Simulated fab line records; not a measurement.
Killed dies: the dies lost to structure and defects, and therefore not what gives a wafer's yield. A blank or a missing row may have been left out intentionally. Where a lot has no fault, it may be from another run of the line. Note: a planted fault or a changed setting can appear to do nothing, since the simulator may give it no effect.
fab line records	flow nand_harc
[record] lots = 11	wafers = 33	last_day = 24
route steps=1159 shown P_ZERO_WELL@16 P_STI@105 P_GATE@124 END@1159
lots with no fault: from the same line, run without faults
start_h: start of the lot's first displayed wafer, in hours after the record's first day	wait_h: hours since the lot's step before	" as in the row above	L1.1+2: one row covering several wafers at once	- no value, or no start given	* or withheld: withheld	< > ~ a bound
route shown NAME@n: NAME is a module with steps in the file, n the number in the route of the first one	usual: the fault-free wafers' mean and standard deviation	same: alike in all rows	chamber/n: place in a boat	sites: the reading at each site	_std_site: standard deviation across them	_edge_site: inner sites' mean taken away from outer sites' mean	radius_mm: for every site, how far away it sits from the centre of the wafer	mask NAME#n: copy n	behind: the last tool/chamber to shape the wafer	hold: the reason the lot was held/the length of the hold in hours/how it ended	device: the n, p or np transistor that did not switch	end of line: the same wafers' tests at the end of the route	a step without rows: its recipe alone	killed: dies that structure and defects cost at the first sort, which is not the same as the wafer's yield	map: dies across one wafer; x = killed, . = not, _ = none there
set.NAME: the run value of the setting; set.NAME@STEP: its run value at that earlier step	model.NAME: the simulator's own value behind a step, which no gauge read
a sample of lots followed through the steps of the route, with each step as a table and each wafer as a row
services: when a tool's chamber went out of use (start_h, in hours from the record's first day, below 0 if earlier), for how many hours, and the reason
[[steps]]
[step NHARC_P_ZERO_WELL_DESCUM_13]
[recipe] time_s = 3	o2_flow_sccm = 200	ar_flow_sccm = 0	bias_power_w = 0	chemistry = O2
[usual] drypump_motor_current_A = 5.8/0.45	oes_product_au = 0.998/0.015	rf_vpp_V = 58.0/0.92	showerhead_plenum_p_Torr = 1.97/0.078	throttle_valve_pct = 11.311/0.0093
[same] bias_power_w = 0
lot.wafer	tool	chamber	start_h	wait_h	drypump_motor_current_A	oes_product_au	rf_hours_counter_h	rf_vpp_V	showerhead_plenum_p_Torr	throttle_valve_pct
L832.3	rie_diel-08	3	13.39	-	6.5	0.998	4.1	58.2	2.01	11.306
L832.1	"	1	"	"	6.2	0.998	3.2	57.6	1.85	11.315
L832.5	"	3	"	"	6.5	0.994	-	58.2	2.01	11.292
L833.2	rie_diel-08	3	19.28	-	6.4	0.994	4.5	56.9	2.01	11.309
L833.3	"	0	"	"	5.7	0.992	4.0	56.7	2.04	11.305
L833.1	"	1	"	"	6.1	1.002	3.6	57.3	1.85	11.313
L836.4	rie_diel-08	1	37.42	-	6.2	1.006	5.3	57.3	1.85	11.291
L836.1	"	2	"	"	5.5	1.011	5.6	57.8	2.01	11.306
L836.6	"	3	"	"	6.4	0.991	-	58.6	2.01	11.307
L841.4	rie_diel-08	0	67.43	-	5.7	1.006	7.7	58.7	2.03	11.320
L841.5	"	0	"	"	5.7	0.995	-	59.0	2.03	11.316
L841.6	"	1	"	"	6.2	1.005	-	57.2	1.85	11.304
L843.2	rie_diel-07	1	79.47	-	5.6	0.991	1.4	57.1	2.04	11.319
L843.3	"	2	"	"	5.0	1.005	0.3	58.9	2.05	11.315
L843.6	"	0	"	"	5.2	1.022	-	57.9	1.81	11.307
L845.1	rie_diel-11	1	91.35	-	6.0	0.971	6.0	57.8	1.97	11.307
L845.6	"	2	"	"	5.8	1.002	-	57.4	1.95	11.321
L845.5	"	3	"	"	5.8	1.007	-	57.3	1.98	11.306
L846.2	rie_diel-08	3	97.41	-	6.4	0.994	9.7	59.3	2.01	11.297
L846.1	"	1	"	"	6.1	1.007	9.0	55.9	1.85	11.307
L846.4	"	3	"	"	6.4	0.995	-	57.2	2.01	11.298
L849.4	rie_diel-11	3	115.29	-	5.7	1.006	8.6	58.3	1.98	11.300
L849.2	"	0	"	"	5.6	1.000	7.8	57.8	1.85	11.309
L849.5	"	1	"	"	5.9	0.981	-	59.5	1.97	11.302
L851.2	rie_diel-11	3	127.27	-	5.8	1.007	10.1	59.6	1.98	11.313
L851.1	"	0	"	"	5.5	0.983	9.1	56.9	1.85	11.304
L851.3	"	1	"	"	5.9	0.983	10.0	56.9	1.97	11.296
L854.1	rie_diel-08	2	145.40	-	5.5	0.997	1.2	58.4	2.00	11.317
L854.4	"	2	"	"	5.5	0.994	-	58.9	2.00	11.309
L854.6	"	3	"	"	6.4	0.985	-	58.7	2.01	11.315
L855.4	rie_diel-11	1	151.46	-	5.9	0.968	12.0	56.0	1.97	11.315
L855.1	"	3	"	"	5.7	1.003	11.7	59.4	1.98	11.302
L855.5	"	0	"	"	5.6	0.990	-	58.8	1.85	11.310
[step NHARC_P_ZERO_WELL_RTA_42]
[recipe] temp_c = 1100	time_s = 300
[usual] lamp_power_pct = 40/7.6	lamp_zone_3_pct = 40/7.6	wafer_temp_C_max = 1104.9/1.1
lot.wafer	tool	chamber	start_h	wait_h	lamp_power_pct	lamp_zone_3_pct	wafer_temp_C_max
L832.1	rtp_anneal-01	0	18.94	-	46	46	1104.9
L832.3	"	0	"	"	46	46	1106.6
L832.5	"	0	"	"	46	46	1106.0
L833.1	rtp_anneal-01	0	25.06	-	46	46	1106.2
L833.2	"	0	"	"	46	46	1103.6
L833.3	"	0	"	"	46	46	1104.7
L836.1	rtp_anneal-01	0	43.06	-	46	46	1107.0
L836.4	"	0	"	"	46	46	1106.7
L836.6	"	0	"	"	46	46	1105.5
L841.4	rtp_anneal-02	0	73.15	-	31	31	1104.8
L841.5	"	0	"	"	31	31	1106.0
L841.6	"	0	"	"	31	31	1103.9
L843.2	rtp_anneal-01	0	84.84	-	46	46	1105.5
L843.3	"	0	"	"	46	46	1104.7
L843.6	"	0	"	"	46	46	1104.2
L845.1	rtp_anneal-01	0	96.85	-	46	46	1104.0
L845.5	"	0	"	"	46	46	1106.2
L845.6	"	0	"	"	46	46	1105.1
L846.1	rtp_anneal-02	0	102.94	-	31	31	1105.2
L846.2	"	0	"	"	31	31	1103.9
L846.4	"	0	"	"	31	31	1104.0
L849.2	rtp_anneal-02	0	120.90	-	31	31	1104.0
L849.4	"	0	"	"	31	31	1104.2
L849.5	"	0	"	"	31	31	1103.8
L851.1	rtp_anneal-01	0	132.49	-	46	46	1105.7
L851.2	"	0	"	"	46	46	1105.2
L851.3	"	0	"	"	46	46	1105.4
L854.1	rtp_anneal-01	0	151.15	-	46	46	1104.9
L854.4	"	0	"	"	46	46	1104.9
L854.6	"	0	"	"	46	46	1106.1
L855.1	rtp_anneal-01	0	157.05	-	46	46	1104.9
L855.4	"	0	"	"	46	46	1104.6
L855.5	"	0	"	"	46	46	1107.5
[step NHARC_P_STI_ETCH_37]
[recipe] target_depth_a = 110	chemistry = dHF	material = SiO2
lot.wafer	tool	chamber	start_h	wait_h
L832.1+3+5	wet_bench-01	2,4,5	52.48	-
L833.2+1+3	wet_bench-02	3,5,6	61.65	-
L836.4+6+1	wet_bench-02	2,3,6	80.21	-
L841.5+6+4	wet_bench-07	6,7,0	114.22	-
L843.3+2+6	wet_bench-02	2,4,7	122.40	-
L845.6+5+1	wet_bench-02	2,3,5	133.94	-
L846.1+2+4	wet_bench-01	7,1,2	141.56	-
L849.5+2+4	wet_bench-01	3,6,7	155.08	-
L851.2+1+3	wet_bench-07	6,0,1	170.64	-
L854.6+4+1	wet_bench-01	3,5,6	184.79	-
L855.4+1+5	wet_bench-07	4,7,0	192.35	-
[step NHARC_P_STI_INSPECT_25]
[usual] raw_defect_count = 231/87
lot.wafer	tool	chamber	start_h	wait_h	raw_defect_count
L832.1	defect_inspect-02	-	58.75	0.4	291
L832.3	"	-	"	"	311
L832.5	"	-	"	"	163
L833.1	defect_inspect-01	-	69.75	0.4	228
L833.2	"	-	"	"	222
L833.3	"	-	"	"	178
L836.1	defect_inspect-01	-	85.27	0.4	199
L836.4	"	-	"	"	230
L836.6	"	-	"	"	322
L841.4	defect_inspect-02	-	127.78	0.4	170
L841.5	"	-	"	"	109
L841.6	"	-	"	"	98
L843.2	defect_inspect-01	-	127.78	0.4	741
L843.3	"	-	"	"	821
L843.6	"	-	"	"	768
L845.1	defect_inspect-02	-	142.07	0.4	863
L845.5	"	-	"	"	663
L845.6	"	-	"	"	806
L846.1	defect_inspect-01	-	149.54	0.4	235
L846.2	"	-	"	"	157
L846.4	"	-	"	"	267
L849.2	defect_inspect-01	-	163.20	0.4	161
L849.4	"	-	"	"	259
L849.5	"	-	"	"	198
L851.1	defect_inspect-02	-	181.24	0.4	163
L851.2	"	-	"	"	140
L851.3	"	-	"	"	204
L854.1	defect_inspect-02	-	192.77	0.4	226
L854.4	"	-	"	"	171
L854.6	"	-	"	"	283
L855.1	defect_inspect-02	-	200.45	0.4	221
L855.4	"	-	"	"	287
L855.5	"	-	"	"	147
[step NHARC_P_GATE_DESCUM_13]
[recipe] time_s = 3	o2_flow_sccm = 200	ar_flow_sccm = 0	bias_power_w = 0	chemistry = O2
[usual] drypump_motor_current_A = 5.6/0.53	oes_product_au = 1.004/0.02	rf_vpp_V = 57.8/0.88	showerhead_plenum_p_Torr = 1.92/0.073	throttle_valve_pct = 11.312/0.0092
[same] bias_power_w = 0
lot.wafer	tool	chamber	start_h	wait_h	drypump_motor_current_A	oes_product_au	rf_hours_counter_h	rf_vpp_V	showerhead_plenum_p_Torr	throttle_valve_pct
L832.3	rie_diel-12	2	67.19	-	6.1	0.977	10	59.2	2.04	11.315
L832.1	"	0	"	"	5.6	0.996	12	57.1	1.99	11.308
L832.5	"	3	"	"	5.3	1.017	-	56.9	1.97	11.329
L833.3	rie_diel-12	1	78.04	-	5.9	1.002	15	57.5	1.86	11.299
L833.2	"	3	"	"	5.3	1.011	16	59.5	1.97	11.320
L833.1	"	0	"	"	5.6	0.992	16	58.3	1.98	11.301
L836.4	rie_diel-03	2	93.63	-	5.2	1.020	15	57.4	2.00	11.308
L836.1	"	0	"	"	5.1	1.001	16	57.2	1.92	11.312
L836.6	"	1	"	"	4.9	0.999	-	57.4	1.97	11.304
L841.4	rie_diel-12	3	136.31	-	5.3	0.996	36	57.4	1.97	11.320
L841.5	"	3	"	"	5.3	0.997	-	58.0	1.97	11.315
L841.6	"	0	"	"	5.6	0.972	-	58.0	1.98	11.312
L843.2	rie_diel-12	3	136.40	-	5.3	0.995	36	57.6	1.97	11.314
L843.3	"	0	"	"	5.6	0.975	33	56.9	1.98	11.305
L843.6	"	0	"	"	5.6	0.980	-	59.6	1.98	11.313
L845.1	rie_diel-12	1	150.30	-	5.9	0.984	39	57.1	1.86	11.310
L845.5	"	3	"	"	5.3	0.982	-	57.5	1.97	11.312
L845.6	"	0	"	"	5.6	0.971	-	58.2	1.98	11.308
L846.4	rie_diel-10	1	158.34	-	6.7	1.020	32	58.9	1.88	11.296
L846.1	"	2	"	"	5.3	1.018	32	58.7	1.79	11.322
L846.2	"	3	"	"	5.5	0.989	30	57.0	1.82	11.317
L849.4	rie_diel-03	2	171.59	-	5.2	1.028	44	58.1	1.99	11.318
L849.2	"	1	"	"	4.9	0.994	40	58.5	1.96	11.326
L849.5	"	2	"	"	5.2	1.026	-	58.5	1.99	11.314
L851.2	rie_diel-10	2	189.73	-	5.4	1.025	1	56.9	1.79	11.314
L851.1	"	3	"	"	5.5	0.979	1	56.7	1.82	11.318
L851.3	"	0	"	"	5.3	1.002	1	58.7	1.98	11.326
L854.4	rie_diel-10	2	201.28	-	5.3	1.030	5	57.5	1.78	11.311
L854.1	"	3	"	"	5.5	0.974	5	56.7	1.82	11.318
L854.6	"	0	"	"	5.3	0.988	-	56.4	1.98	11.292
L855.1	rie_diel-10	1	208.55	-	6.7	1.032	7	57.6	1.88	11.305
L855.4	"	0	"	"	5.3	0.982	8	57.8	1.98	11.322
L855.5	"	2	"	"	5.3	1.021	-	57.0	1.78	11.302
[step NHARC_P_GATE_INSPECT_28]
[usual] raw_defect_count = 7/3.6
lot.wafer	tool	chamber	start_h	wait_h	raw_defect_count
L832.1	defect_inspect-02	-	81.46	0.0	9
L832.3	"	-	"	"	5
L832.5	"	-	"	"	9
L833.1	defect_inspect-01	-	94.26	0.0	12
L833.2	"	-	"	"	8
L833.3	"	-	"	"	12
L836.1	defect_inspect-02	-	106.88	0.0	7
L836.4	"	-	"	"	9
L836.6	"	-	"	"	11
L841.4	defect_inspect-01	-	149.85	0.0	9
L841.5	"	-	"	"	16
L841.6	"	-	"	"	7
L843.2	defect_inspect-02	-	150.29	0.0	539
L843.3	"	-	"	"	572
L843.6	"	-	"	"	573
L845.1	defect_inspect-02	-	164.26	0.0	591
L845.5	"	-	"	"	576
L845.6	"	-	"	"	556
L846.1	defect_inspect-01	-	172.88	0.0	9
L846.2	"	-	"	"	0
L846.4	"	-	"	"	2
L849.2	defect_inspect-02	-	187.41	0.0	6
L849.4	"	-	"	"	8
L849.5	"	-	"	"	8
L851.1	defect_inspect-02	-	203.26	0.0	9
L851.2	"	-	"	"	3
L851.3	"	-	"	"	5
L854.1	defect_inspect-02	-	218.18	0.0	3
L854.4	"	-	"	"	12
L854.6	"	-	"	"	8
L855.1	defect_inspect-01	-	222.35	0.0	6
L855.4	"	-	"	"	3
L855.5	"	-	"	"	4
[step NHARC_P_GATE_INSPECT_68]
[usual] raw_defect_count = 221/84
lot.wafer	tool	chamber	start_h	wait_h	raw_defect_count
L832.1	defect_inspect-02	-	100.12	0.2	265
L832.3	"	-	"	"	281
L832.5	"	-	"	"	194
L833.1	defect_inspect-01	-	112.40	0.2	232
L833.2	"	-	"	"	248
L833.3	"	-	"	"	183
L836.1	defect_inspect-01	-	125.39	0.2	224
L836.4	"	-	"	"	208
L836.6	"	-	"	"	329
L843.2	defect_inspect-01	-	169.17	0.1	752
L843.3	"	-	"	"	831
L843.6	"	-	"	"	813
L841.4	defect_inspect-01	-	170.71	0.1	176
L841.5	"	-	"	"	109
L841.6	"	-	"	"	117
L845.1	defect_inspect-01	-	183.22	0.2	883
L845.5	"	-	"	"	670
L845.6	"	-	"	"	776
L846.1	defect_inspect-02	-	194.25	0.2	209
L846.2	"	-	"	"	147
L846.4	"	-	"	"	304
L849.2	defect_inspect-02	-	206.07	0.1	159
L849.4	"	-	"	"	218
L849.5	"	-	"	"	140
L851.1	defect_inspect-01	-	222.68	0.2	150
L851.2	"	-	"	"	108
L851.3	"	-	"	"	188
L854.1	defect_inspect-02	-	236.79	0.2	234
L854.4	"	-	"	"	182
L854.6	"	-	"	"	250
L855.1	defect_inspect-01	-	241.07	0.2	206
L855.4	"	-	"	"	282
L855.5	"	-	"	"	143
[step NHARC_END_SORT_01]
[recipe] temp_c = 25
[usual] killed_at_array = 28/11	killed_at_other = 0.5/0.87	killed_at_periphery = 2.9/2.2	killed_dies = 32/11	killed_open = 3.2/1.9	killed_short = 1.8/1.4
[same] gross_dies = 677
lot.wafer	tool	chamber	start_h	wait_h	killed_at_array	killed_at_other	killed_at_periphery	killed_dies	killed_open	killed_short
L843.2	prober-02	0	492.15	2.8	41	0	78	119	4	3
L843.3	prober-02	0	492.95	3.1	31	0	57	88	7	3
L843.6	prober-02	0	495.33	4.0	41	0	46	87	9	3
L845.1	prober-01	0	500.73	2.5	37	0	90	127	4	3
L845.5	prober-01	0	503.93	3.7	47	0	54	101	4	2
L845.6	prober-01	0	504.73	4.0	45	0	57	102	3	4
L851.3	prober-01	0	552.36	3.1	52	0	0	52	5	1
L849.2	prober-01	0	559.38	2.8	26	0	6	32	2	3
L849.4	prober-01	0	560.96	3.4	28	0	2	30	4	2
L849.5	prober-01	0	561.76	3.7	30	0	3	33	5	1
// killed by level:class
L843.2 P_STI:unspecified=73 A_CHANNEL_HOLE_D1:chamber_film_flake=18 A_SLIT:chamber_film_flake=16 A_CHANNEL_FILL_D1:geometric_particle:short=2 A_STAIRCASE:chamber_film_flake=2 P_STI:geometric_particle:open=1 P_M0:geometric_particle:short=1 P_M0:geometric_particle:open=1
L843.3 P_STI:unspecified=51 A_CHANNEL_HOLE_D1:chamber_film_flake=19 A_SLIT:chamber_film_flake=2 A_STAIRCASE:chamber_film_flake=2 A_CONTACT:chamber_film_flake=2 P_STI:geometric_particle:open=1 P_STI:geometric_particle:short=1 P_GATE:geometric_particle:open=1
L843.6 P_STI:unspecified=42 A_CHANNEL_HOLE_D1:chamber_film_flake=17 A_SLIT:chamber_film_flake=12 A_CONTACT:chamber_film_flake=4 P_GATE:geometric_particle:open=2 A_ONON_D1:geometric_particle:open=2 A_CHANNEL_FILL_D1:geometric_particle:short=2 P_STI:geometric_particle:open=1
L845.1 P_STI:unspecified=87 A_CHANNEL_HOLE_D1:chamber_film_flake=11 A_SLIT:chamber_film_flake=9 A_STAIRCASE:chamber_film_flake=5 A_CONTACT:chamber_film_flake=5 A_ONON_D1:geometric_particle:short=2 P_STI:chamber_film_flake=2 P_STI:geometric_particle:open=1
L845.5 P_STI:unspecified=50 A_CHANNEL_HOLE_D1:chamber_film_flake=18 A_SLIT:chamber_film_flake=15 A_CONTACT:chamber_film_flake=6 P_STI:chamber_film_flake=3 A_CHANNEL_FILL_D1:geometric_particle:open=2 A_M0:geometric_particle:open=2 A_ONON_D1:geometric_particle:short=1
L845.6 P_STI:unspecified=56 A_CHANNEL_HOLE_D1:chamber_film_flake=17 A_SLIT:chamber_film_flake=15 A_STAIRCASE:chamber_film_flake=3 A_CONTACT:chamber_film_flake=3 A_CHANNEL_FILL_D1:geometric_particle:short=2 A_ONON_D1:geometric_particle:short=1 A_CHANNEL_FILL_D1:geometric_particle:open=1
L851.3 A_SLIT:chamber_film_flake=20 A_CHANNEL_HOLE_D1:chamber_film_flake=20 A_CONTACT:chamber_film_flake=3 A_STAIRCASE:chamber_film_flake=2 A_ONON_D1:geometric_particle:open=1 A_CHANNEL_HOLE_D1:geometric_particle:open=1 A_SGD_CUT:geometric_particle:open=1 A_WL_FILL:geometric_particle:short=1
L849.2 A_CHANNEL_HOLE_D1:chamber_film_flake=12 A_SLIT:chamber_film_flake=8 A_STAIRCASE:chamber_film_flake=4 P_GATE:chamber_film_flake=3 P_CONTACT:geometric_particle:open=1 P_CONTACT:geometric_particle:short=1 P_M0:geometric_particle:open=1 A_SOURCE_PLATE:geometric_particle:short=1
L849.4 A_SLIT:chamber_film_flake=16 A_CHANNEL_HOLE_D1:chamber_film_flake=6 A_ONON_D1:geometric_particle:open=2 P_CONTACT:geometric_particle:short=1 P_CONTACT:geometric_particle:open=1 A_ONON_D1:geometric_particle:short=1 A_CONTACT:geometric_particle:open=1 A_STAIRCASE:chamber_film_flake=1
L849.5 A_SLIT:chamber_film_flake=16 A_CONTACT:chamber_film_flake=4 A_STAIRCASE:chamber_film_flake=3 A_CONTACT:geometric_particle:open=2 A_M0:geometric_particle:open=2 A_CHANNEL_HOLE_D1:chamber_film_flake=2 P_M1:geometric_particle:open=1 A_CONTACT:geometric_particle:short=1
[[services]]
tool	chamber	start_h	hours	kind
rie_diel-10	1	-3.16	9.7	repair
rie_diel-10	-	-0.50	9.0	pm
wet_bench-02	-	4.00	8.0	pm
rie_diel-11	-	12.52	9.0	pm
rie_diel-12	0	15.94	2.9	repair
rie_diel-12	-	25.43	9.0	pm
wet_bench-01	-	37.60	8.0	pm
rie_diel-12	-	45.91	0.2	repair
rie_diel-11	0	54.80	4.0	repair
rie_diel-12	-	66.02	1.1	repair
rie_diel-08	-	78.83	0.8	repair
rie_diel-08	0	94.04	132.0	repair
rie_diel-10	0	95.88	4.9	repair
rie_diel-10	3	97.00	3.0	repair
rie_diel-12	0	102.75	2.9	repair
rie_diel-08	-	124.88	9.0	pm
rie_diel-08	1	141.25	6.0	repair
rie_diel-12	2	143.75	1.7	repair
rie_diel-10	-	176.51	9.0	pm
wet_bench-02	-	180.00	8.0	pm
wet_bench-01	-	186.83	1.2	repair
rie_diel-11	2	186.98	3.6	repair
rie_diel-12	-	197.12	5.7	repair
rie_diel-12	-	202.83	9.0	pm
[[key]]
[first_sign] step = NHARC_P_STI_INSPECT_25	reading = raw_defect_count	direction = up	sigmas = 6.3	usual = 231	struck = 777
[effect] step = NHARC_P_GATE_INSPECT_28	reading = raw_defect_count	direction = up	sigmas = 99+	usual = 7	struck = 568
[effect] step = NHARC_P_GATE_INSPECT_68	reading = raw_defect_count	direction = up	sigmas = 6.8	usual = 221	struck = 788
[effect] step = NHARC_END_SORT_01	reading = killed_at_periphery	direction = up	sigmas = 28	usual = 2.9	struck = 63.7
[more_kills_born_at] NHARC_P_STI_ETCH_37@wet_bench-02 = 359
met_at NHARC_P_STI_ETCH_37
struck_lots L843,L845
tester_left_out L843,L845
not_acting_at NHARC_P_ZERO_WELL_DESCUM_13,NHARC_P_ZERO_WELL_RTA_42,NHARC_P_GATE_DESCUM_13
onset_between 80.21 122.40
[fault] kind = chamber_particle_source	tool = wet_bench-02	chamber = -	onset_h = 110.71	steps = NHARC_P_STI_ETCH_37	rate_per_visit_cm2 = 0.86519	end_h = 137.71
// tester_left_out: of these lots the tester's yield and bins aren't shown, on N5 and GAA mostly nor the transistor test; their killed dies are dies lost to structure and defects alone, not to doping, threshold or leakage, so they don't give the yield
